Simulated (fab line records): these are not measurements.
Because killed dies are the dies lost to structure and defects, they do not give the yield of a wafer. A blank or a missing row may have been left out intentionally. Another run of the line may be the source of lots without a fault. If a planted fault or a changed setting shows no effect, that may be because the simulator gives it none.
Matching of chambers ; flow n5_finfet ; N5_PMOS_HMC_CHANNEL_EPI_CMP_21 on cmp-02: 4 sister chambers
The step polishes SiGe30, target thk 54 nm. 20 wafers are shown with their chamber, then 10 later ones without.

## WAFERS, EACH WITH ITS CHAMBER
wafer;chamber;motor_current_A (A);slurry_filter_dp_kPa (kPa)
L074.3;1;13.1;13.56
L074.4;3;11.8;13.64
L074.5;0;12.4;13.48
L075.2;3;12.3;13.77
L075.4;0;12.6;13.58
L075.6;3;12.2;13.46
L076.2;0;13.4;13.31
L076.5;3;11.6;13.25
L076.6;0;11.7;13.54
L078.1;1;13.3;13.33
L078.2;0;12.7;13.65
L078.6;2;12.9;13.65
L079.1;1;12.9;13.37
L079.4;2;12.6;13.42
L079.5;3;12.6;13.47
L083.3;2;12.4;13.28
L083.5;0;11.5;13.54
L083.6;3;12.1;13.35
L086.1;3;12.4;13.55
L086.2;0;12.2;13.46

SIGNATURES (averages over the wafers above)
reading;chamber 0;chamber 1;chamber 2;chamber 3;scatter within a chamber
motor_current_A;12.357;13.100;12.633;12.143;0.46
slurry_filter_dp_kPa;13.5086;13.4200;13.4500;13.4986;0.148
Rule: a wafer's distance from a chamber is the root of the sum, over the readings, of the square of ((its reading less the chamber's mean) divided by the reading's scatter). The wafer belongs to the nearest chamber; if the next one is less than 2 further off, it can't be placed. The scatter is the square root of a quotient: the sum, over the shown wafers, of each reading's squared deviation from its chamber's mean, divided by wafers minus chambers.

## WAFERS WHOSE CHAMBER IS MISSING
wafer;motor_current_A (A);slurry_filter_dp_kPa (kPa)
L086.5;12.1;13.50
L088.1;13.2;13.37
L088.3;12.9;13.52
L088.6;12.1;13.51
L093.3;12.2;13.51
L093.5;11.8;13.65
L093.6;12.2;13.40
L097.1;12.2;13.54
L097.2;11.9;13.47
L097.6;12.0;13.57

## EACH ONE'S CHAMBER
wafer;from the rows above;in truth
L086.5;can't be placed: 3 or 0 or 2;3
L088.1;can't be placed: 1 or 2 or 0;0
L088.3;can't be placed: 2 or 1 or 0 or 3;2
L088.6;can't be placed: 3 or 0 or 2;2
L093.3;can't be placed: 3 or 0 or 2 or 1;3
L093.5;can't be placed: 3 or 0 or 2 or 1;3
L093.6;can't be placed: 3 or 0 or 2 or 1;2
L097.1;can't be placed: 3 or 0 or 2 or 1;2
L097.2;can't be placed: 3 or 0 or 2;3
L097.6;can't be placed: 3 or 0 or 2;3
Placed correctly: 0 of 10. Not placeable from these rows: 10 (in 10, the candidates include the true chamber). Placed wrongly: 0.
